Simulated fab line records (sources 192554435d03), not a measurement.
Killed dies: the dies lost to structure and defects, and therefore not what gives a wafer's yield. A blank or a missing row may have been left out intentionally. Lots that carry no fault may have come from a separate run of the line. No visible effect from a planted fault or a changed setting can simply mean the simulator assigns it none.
fab line records | flow n5-finfet
record lots=5 | wafers=13 | last-day=18
route steps=1938 shown BEOL_M14@1763 BEOL_M15@1773
lots that met no fault: from a run of the same line without faults
start-h: hours from the record's opening day to when the first of the lot's shown wafers began | wait-h: hours from the lot's prior step to this one | " repeats the value in the row above | L1.1+2: a row that stands for several wafers | - no value, or no start was given | * or withheld: withheld | < > ~ a bound
route shown NAME@n: a module of which the file shows steps, and the number in the route of the first | usual: average and standard deviation across the fault-free wafers | same: alike in all rows | chamber/n: place in a boat | sites: the reading at each site | _std_site: standard deviation of those values | _edge_site: outer sites' mean less inner sites' | radius-mm: for every site, how far away it sits from the centre of the wafer | mask NAME#n: copy n | behind: the tool/chamber that last shaped the wafer | hold: why the lot went on hold/how many hours it stayed there/how the hold came to an end | device: the transistor (n, p or np) that didn't switch | end of line: tests run on the same wafers once the route is complete | where a step has no rows: the recipe by itself | killed: count of dies lost to structure and defects at first sort (not the wafer's yield) | map: shows each die of a wafer: x if killed, . if not, _ if none is there
set.NAME: the setting as run; set.NAME@STEP: as run at that earlier step | model.NAME: the simulator's own value behind a step, which no gauge read
lots seen at some steps along the route; tables by step, rows by wafer
services: when a tool's chamber went out of use (start-h, in hours from the record's first day, below 0 if earlier), for how many hours, and the reason
## steps
# step N5_BEOL_M14_SPUTTER_44
# recipe material=Ta | target-thk-a=150 | temp-c=50 | bias-v=80 | power-w=15000 | chamber-pressure-pa=0.07 | time-s=24.19
# step N5_BEOL_M14_SPUTTER_45
# recipe material=Cu | target-thk-a=1000 | temp-c=-20 | bias-v=60 | power-w=26000 | chamber-pressure-pa=0.13 | time-s=16.67
# step N5_BEOL_M14_ECD_47
# recipe material=Cu | target-thk-a=12480
# step N5_BEOL_M14_ANNEAL_48
# recipe temp-c=225 | time-s=90 | ambient=N2
# step N5_BEOL_M14_CMP_49
# recipe stop-on=SiO2 | t-overpolish-s=5.2 | down-force-psi=2 | platen-rpm=80 | clearing-platen-down-force-psi=2 | clearing-platen-rpm=80 | post-cmp-clean=cu-alkaline | target-thk-nm=560 | clearing-platen-pad-velocity-m-s=1.5917 | pad-velocity-m-s=1.5917
# step N5_BEOL_M14_PRE_CLEAN_52
# recipe gas=NH3 | time-s=15 | temp-c=withheld | rf-power-w=300
# step N5_BEOL_M14_DEP_53
# recipe material=SiCN | target-thk-a=500 | temp-c=withheld | precursor=3MS/NH3 | pressure-torr=3 | rf-w=675 | time-s=17.8
# step N5_BEOL_M15_ILD_DEP_00
# recipe material=SiO2 | target-thk-a=16293 | temp-c=400 | precursor=TEOS/O2 | pressure-torr=6.5 | rf-w=900 | teos-flow-sccm=161.4 | gas=O2 | flow-sccm=2650 | time-s=346.1
# step N5_BEOL_M15_COAT_58
# recipe resist=BARC | temp-c=205 | time-s=60 | spin-rpm=1500 | resist-thk-nm=89
# usual chill-plate-temp-C=23.00/0.11 | dispense-pressure-kPa=51/3.3 | resist-line-temp-C=23.00/0.1 | spin-speed-rpm=1500.1/1
lot.wafer | tool           | chamber | start-h | wait-h | chill-plate-temp-C | dispense-pressure-kPa | resist-line-temp-C | spin-speed-rpm | model.BARC_of_BEOL_M15_COAT_58.thk-nm
L120.1    | litho-track-03 | 0       | 288.82  | 0.0    | 23.04              | 56                    | 22.90              | 1500.5         | 89
L120.2    | "              | 0       | "       | "      | 23.26              | 56                    | 22.95              | 1500.1         | 89
L120.5    | "              | 0       | "       | "      | 22.99              | 56                    | 22.89              | 1502.7         | 89.2
L130.3    | litho-track-03 | 0       | 367.47  | 0.0    | 22.94              | 56                    | 22.83              | 2008.8         | 76.8
L130.4    | "              | 0       | "       | "      | 22.90              | 56                    | 22.85              | 2007.0         | 76.8
L128.3    | litho-track-03 | 0       | 369.69  | 0.0    | 23.06              | 56                    | 23.03              | 2009.4         | 76.6
L128.4    | "              | 0       | "       | "      | 23.00              | 56                    | 23.05              | 2008.5         | 76.8
L131.2    | litho-track-03 | 0       | 370.34  | 0.0    | 23.03              | 56                    | 22.99              | 2008.4         | 77
L131.4    | "              | 0       | "       | "      | 23.05              | 56                    | 22.95              | 2008.3         | 77
L131.6    | "              | 0       | "       | "      | 23.06              | 56                    | 23.01              | 2007.8         | 77
L133.2    | litho-track-04 | 0       | 398.04  | 0.0    | 22.95              | 49                    | 22.87              | 1500.3         | 88.6
L133.4    | "              | 0       | "       | "      | 22.87              | 49                    | 22.97              | 1499.6         | 88.4
L133.6    | "              | 0       | "       | "      | 22.89              | 49                    | 23.18              | 1500.3         | 88.2
# step N5_BEOL_M15_COAT_04
# recipe spin-rpm=1704 | resist-thk-nm=800
# step N5_BEOL_M15_EBR_06
# recipe solvent=PGMEA | ebr-width-mm=1.5
# step N5_BEOL_M15_SOFTBAKE_05
# recipe temp-c=130 | time-s=60
# step N5_BEOL_M15_EXPOSE_07
# recipe mask-id=V14 | na=0.8 | source-shape=annular | sigma-inner=0.5 | sigma-outer=0.8 | polarization=unpolarized | attpsm-phase-deg=180 | dose-mj=41.25
# step N5_BEOL_M15_PEB_08
# recipe peb-temp-c=130 | peb-time-s=90
# step N5_BEOL_M15_DEVELOP_09
# recipe develop-time-s=45 | rinse-liquid=diw | dry=air-spin | dev-temp-c=21
# step N5_BEOL_M15_HARDBAKE_14
# recipe temp-c=130 | time-s=120
# step N5_BEOL_M15_DESCUM_15
# recipe chemistry=O2 | time-s=7.9 | source-power-w=50 | bias-power-w=20 | pressure-mtorr=20 | rf-frequency-hz=2.712e+07 | temp-c=40 | o2-flow-sccm=225
# step N5_BEOL_M15_ETCH_59
# recipe chemistry=N2/H2 | target=BARC | target-depth-a=890 | overetch-a=267 | time-s=67.9 | ion-energy-ev=200 | pressure-mtorr=30 | source-w=840 | bias-w=150 | n2-flow-sccm=200 | h2-flow-sccm=200
# usual chamber-pressure-mTorr=30.000/0.026 | drypump-motor-current-A=5.49/0.26 | oes-product-au=0.68/0.081 | rf-vpp-V=522.5/2.7 | showerhead-plenum-p-Torr=2.49/0.094 | throttle-valve-pct=17.84/0.3
lot.wafer | tool        | chamber | start-h | wait-h | chamber-pressure-mTorr | drypump-motor-current-A | oes-product-au | rf-hours-counter-h | rf-vpp-V | showerhead-plenum-p-Torr | throttle-valve-pct | model.etch.depth-nm
L120.1    | rie-diel-03 | 0       | 289.34  | 0.0    | 30.043                 | 5.59                    | 0.61           | 235                | 521.9    | 2.50                     | 17.69              | 89.07
L120.2    | "           | 2       | "       | "      | 29.988                 | 5.29                    | 0.62           | 200                | 524.0    | 2.52                     | 18.41              | 88.99
L120.5    | "           | 1       | "       | "      | 30.042                 | 5.22                    | 0.64           | -                  | 517.9    | 2.32                     | 17.58              | 89.13
L130.3    | rie-diel-01 | 2       | 367.87  | 0.0    | 29.989                 | 5.68                    | 0.74           | 13                 | 523.3    | 2.50                     | 17.73              | 76.88
L130.4    | "           | 2       | "       | "      | 29.908                 | 5.68                    | 0.73           | -                  | 524.3    | 2.50                     | 17.74              | 76.72
L128.3    | rie-diel-03 | 2       | 370.08  | 0.0    | 29.991                 | 5.26                    | 0.55           | 227                | 522.9    | 2.51                     | 18.47              | 76.59
L128.4    | "           | 3       | "       | "      | 30.000                 | 5.69                    | 0.71           | -                  | 524.0    | 2.49                     | 17.84              | 76.75
L131.2    | rie-diel-01 | 2       | 370.73  | 0.0    | 29.948                 | 5.68                    | 0.74           | 15                 | 523.3    | 2.50                     | 17.72              | 76.97
L131.4    | "           | 0       | "       | "      | 29.975                 | 5.07                    | 0.61           | 123                | 523.9    | 2.55                     | 18.04              | 76.98
L131.6    | "           | 3       | "       | "      | 29.947                 | 5.65                    | 0.56           | -                  | 520.9    | 2.43                     | 17.80              | 77.08
L133.2    | rie-diel-03 | 1       | 398.55  | 0.0    | 30.024                 | 5.23                    | 0.62           | 206                | 517.1    | 2.31                     | 17.66              | 88.55
L133.4    | "           | 2       | "       | "      | 30.013                 | 5.29                    | 0.59           | 236                | 523.5    | 2.51                     | 18.48              | 88.46
L133.6    | "           | 2       | "       | "      | 29.984                 | 5.32                    | 0.59           | -                  | 523.0    | 2.51                     | 18.47              | 88.28
# step N5_BEOL_M15_VIA_ETCH_16
# recipe chemistry=C4F8/O2/Ar | target=SiO2 | he-inner-torr=15 | he-outer-torr=30 | target-depth-a=17922 | time-s=withheld | ion-energy-ev=800 | pressure-mtorr=20 | source-w=1905 | bias-w=2040 | Ar_flow_sccm=400 | C4F8_flow_sccm=16 | O2_flow_sccm=12 | ends=cleared
## services
tool        | chamber | start-h | hours | kind
rie-diel-03 | 3       | 274.20  | -     | clean
rie-diel-03 | 3       | 274.20  | -     | consumable-replace:focus-ring
rie-diel-03 | 3       | 274.20  | 15.2  | scheduled-down
rie-diel-03 | 3       | 274.20  | 15.2  | vent-cycle
rie-diel-01 | 0       | 275.92  | 17.7  | repair
rie-diel-01 | 2       | 304.47  | -     | clean
rie-diel-01 | 2       | 304.47  | -     | consumable-replace:focus-ring
rie-diel-01 | 2       | 304.47  | 25.8  | scheduled-down
rie-diel-01 | 2       | 304.47  | 25.8  | vent-cycle
rie-diel-01 | 1       | 330.27  | -     | clean
rie-diel-01 | 1       | 330.27  | -     | consumable-replace:focus-ring
rie-diel-01 | 1       | 330.27  | 16.7  | scheduled-down
rie-diel-01 | 1       | 330.27  | 16.7  | vent-cycle
rie-diel-03 | 0       | 338.53  | -     | clean
rie-diel-03 | 0       | 338.53  | -     | consumable-replace:focus-ring
rie-diel-03 | 0       | 338.53  | 20.6  | scheduled-down
rie-diel-03 | 0       | 338.53  | 20.6  | vent-cycle
rie-diel-03 | -       | 339.99  | 0.7   | repair
rie-diel-01 | 0       | 358.70  | 5.0   | repair
rie-diel-03 | 0       | 364.52  | 16.1  | repair
rie-diel-01 | 0       | 367.00  | 3.0   | repair
## key
first-sign step=N5_BEOL_M15_COAT_58 | reading=spin-speed-rpm | direction=up | sigmas=99+ | usual=* | struck=*
effect none on later readings
model-effect step=N5_BEOL_M15_COAT_58 | value=BARC_of_BEOL_M15_COAT_58.thk-nm | without=88.91 | struck=76.86
model-effect step=N5_BEOL_M15_ETCH_59 | value=etch.depth-nm | without=88.94 | struck=76.85
met-at N5_BEOL_M15_COAT_58
struck-wafers L128.3,L128.4,L130.3,L130.4,L131.2,L131.4,L131.6
onset-between 288.82 367.47
fault kind=process-parameter-drift | tool=litho-track-03 | chamber=- | onset-h=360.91 | steps=N5_BEOL_M15_COAT_58 | channel=spin-rpm | offset=* | shape=step | acts-in=* | stated=*
